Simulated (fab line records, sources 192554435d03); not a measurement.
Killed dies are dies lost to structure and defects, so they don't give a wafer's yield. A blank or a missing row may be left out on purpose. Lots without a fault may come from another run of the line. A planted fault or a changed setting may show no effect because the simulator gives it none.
A struck lot beside a sound one | flow n5_finfet | 40 steps out of a route of 1938
Sound: wafers L478.4, L478.5, L478.6. Struck: wafers L487.2, L487.4, L487.5. The cause comes at the end.
At each step with rows: each side's tool, then ch and its chambers, then its first start. Under that, the readings that differ: sound wafers | struck wafers | difference of the means | sigmas: that difference in standard deviations of wafers without a fault.
alike: readings whose means differ by less than 2 such deviations, and words and numbers that are the same on both sides. not compared: withheld readings, readings that some wafer has no value for, bounds like >300 that may hide the same value, and numbers for which the record gives no deviation and whose values overlap.
The two part at a step that has a row with sigmas, a row that says differs or no value, or rows on one side only. Numbers that don't overlap but have no deviation are shown without sigmas and don't part them. A reading that every wafer of one side lacks parts them only if that side has two wafers or more.

first, 10 steps without rows for these wafers: N5_HKMG_FIN_ETCH_86 (etches SOC in N2/H2, stops on TiN, target depth 393.2 nm); N5_HKMG_FIN_STRIP_89 (strips SOC in N2/H2, time 20 s); N5_HKMG_FIN_WET_ETCH_87 (etches TiN in SC1, time 154.2 s, target depth 4.7 nm, rinse time 30 s); N5_HKMG_FIN_STRIP_88 (strips in N2/H2, time 360 s); N5_HKMG_FIN_NWFM_ALD_20 (deposits TiAlC, target thk 2 nm, pulse time 3 s, purge time 2 s); N5_HKMG_FIN_ALD_71 (deposits TiN, target thk 1 nm, pulse time 1 s, purge time 3 s); N5_HKMG_FIN_COAT_66 (time 60 s, resist thk 300 nm); N5_HKMG_FIN_ETCH_67 (etches SOC in N2/H2, stops on TiN, target depth 388.9 nm); N5_HKMG_FIN_STRIP_90 (strips SOC in N2/H2, time 20 s); N5_HKMG_FIN_WET_ETCH_73 (etches the open film in SC1, time 42.3 s, target depth 1.3 nm, rinse time 30 s).
N5_HKMG_FIN_ETCHBACK_68: etches the open film in Cl2/Ar, stops on HfO2, target depth 0.5 nm.
  sound on rie_metal-01 ch 0,1, day 4 11:51; struck on rie_metal-02 ch 0,1, day 6 17:31
  alike: drypump_motor_current_A, he_backside_leak_sccm, mfc_ar_sccm, oes_product_au, throttle_valve_pct
  not compared: rf_hours_counter_h
then, 1 step without rows for these wafers: N5_HKMG_FIN_STRIP_69 (strips in N2/H2, time 360 s).
N5_HKMG_FIN_ALD_21: deposits TiN, target thk 1.5 nm, pulse time 1 s, purge time 3 s.
  sound on ald_metal-01 ch 0,2,3, day 4 12:22; struck on ald_metal-03 ch 1,2, day 6 18:03
  alike: heater_power_w, precursor_pulse_height_rel
N5_HKMG_FIN_ALD_72: deposits W, target thk 2 nm, pulse time 1 s, purge time 2 s.
  sound on cvd_w-02 ch 0,1, day 4 12:52; struck on cvd_w-01 ch 1, day 6 18:25
  alike: heater_power_w, precursor_pulse_height_rel
then, 6 steps without rows for these wafers: N5_HKMG_FIN_W_FILL_22 (material W, target thk 60 nm, time 18.2 s); N5_HKMG_FIN_PRECLEAN_83 (cleans in DIW, time 57.5 s); N5_HKMG_FIN_SRD_84 (dry time 32 s); N5_HKMG_FIN_CMP_23 (polishes, stops on SiNx, t overpolish 10 s, target thk 46.326 nm); N5_HKMG_FIN_CMP_94 (polishes, stops on SiNx, t overpolish 4.7 s, target thk 43.299 nm); N5_GATE_CUT_ETCHBACK_00 (etches W in SF6/Cl2).
N5_GATE_CUT_ETCH_56: etches TiN in Cl2/Ar, target depth 21.6 nm.
  sound on rie_metal-02 ch 0,1, day 4 13:54; struck on rie_metal-01 ch 0,1, day 6 19:27
  alike: drypump_motor_current_A, he_backside_leak_sccm, mfc_ar_sccm, oes_product_au, throttle_valve_pct
  not compared: rf_hours_counter_h
then, 1 step without rows for these wafers: N5_GATE_CUT_ETCHBACK_30 (etches TiN in Cl2/Ar, target depth 3 nm).
N5_GATE_CUT_VAPOR_ETCH_60: etches HfO2 in BCl3/Cl2.
  sound on rie_metal-02 ch 0,1, day 4 14:00; struck on rie_metal-01 ch 0,1, day 6 19:34
  alike: drypump_motor_current_A, he_backside_leak_sccm, oes_product_au
then, 7 steps without rows for these wafers: N5_GATE_CUT_ETCH_58 (etches SiNx in CH3F/O2, target depth 17 nm, time 128.6 s); N5_GATE_CUT_STRIP_59 (strips in N2/H2, time 20 s); N5_GATE_CUT_PRECLEAN_31 (cleans in DIW, time 300 s); N5_GATE_CUT_SRD_32 (time 30 s); N5_GATE_CUT_SAC_CAP_01 (material SiNx, target thk 24 nm, pulse time 1 s, ald cycles 480); N5_GATE_CUT_PECVD_57 (deposits SiNx from SiH4/NH3/N2, target thk 21 nm); N5_GATE_CUT_CMP_02 (polishes, stops on SiO2, t overpolish 12.7 s, target thk 0 nm).
N5_GATE_CUT_HM_DEP_46: deposits SiO2 from TEOS/O2, target thk 130 nm, time 26.6 s.
  sound on pecvd-01 ch 0,1,2, day 4 17:05; struck on pecvd-01 ch 0,2, day 6 22:32
  alike: heater_power_w, showerhead_plenum_p_Torr, throttle_valve_pct
then, 8 steps without rows for these wafers: N5_GATE_CUT_COAT_34 (time 60 s, resist thk 60 nm); N5_GATE_CUT_COAT_35 (time 60 s, resist thk 10 nm); N5_GATE_CUT_COAT_27 (time 60 s, resist thk 10 nm); N5_GATE_CUT_COAT_07 (resist thk 30 nm); N5_GATE_CUT_EBR_09; N5_GATE_CUT_SOFTBAKE_08 (time 60 s); N5_GATE_CUT_EXPOSE_10 (exposes mask GATE CUT, target cd 20 nm); N5_GATE_CUT_PEB_11 (peb time 60 s).
-- the record jumps here: 8 days lie between the struck wafers' starts before and after (it left off in module GATE_CUT and takes up again in module PASSIVATION, whose first step shown is number 1936 of the route) --
N5_PASSIVATION_PROBE_49:
  sound on prober-02, day 12 15:40; struck on prober-02, day 15 07:04
  reading                  | sound          | struck         | difference | sigmas
  defect_limited_yield (%) | 89.4 91.0 89.9 | 82.0 80.8 83.0 | -8.2       | -5
  killed_at_front_end      | 62 34 45       | 148 171 144    | +107       | +9
  killed_dies              | 125 106 119    | 212 227 201    | +97        | +5
  sort_bin_5_function (%)  | 6.8 5.9 5.6    | 11.4 12.8 10.5 | +5.5       | +6
  sort_n_pass              | 1055 1074 1061 | 968 953 979    | -97        | -5
  sort_yield_pct (%)       | 89.4 91.0 89.9 | 82.0 80.8 83.0 | -8.2       | -5
  alike: killed_at_M0_to_M3, killed_at_M4_up, killed_at_contacts, killed_at_other, killed_open, killed_short, sort_bin_6_memory

WHERE THEY PART
Only at N5_PASSIVATION_PROBE_49, within this record.

WHY: what the simulator had put in
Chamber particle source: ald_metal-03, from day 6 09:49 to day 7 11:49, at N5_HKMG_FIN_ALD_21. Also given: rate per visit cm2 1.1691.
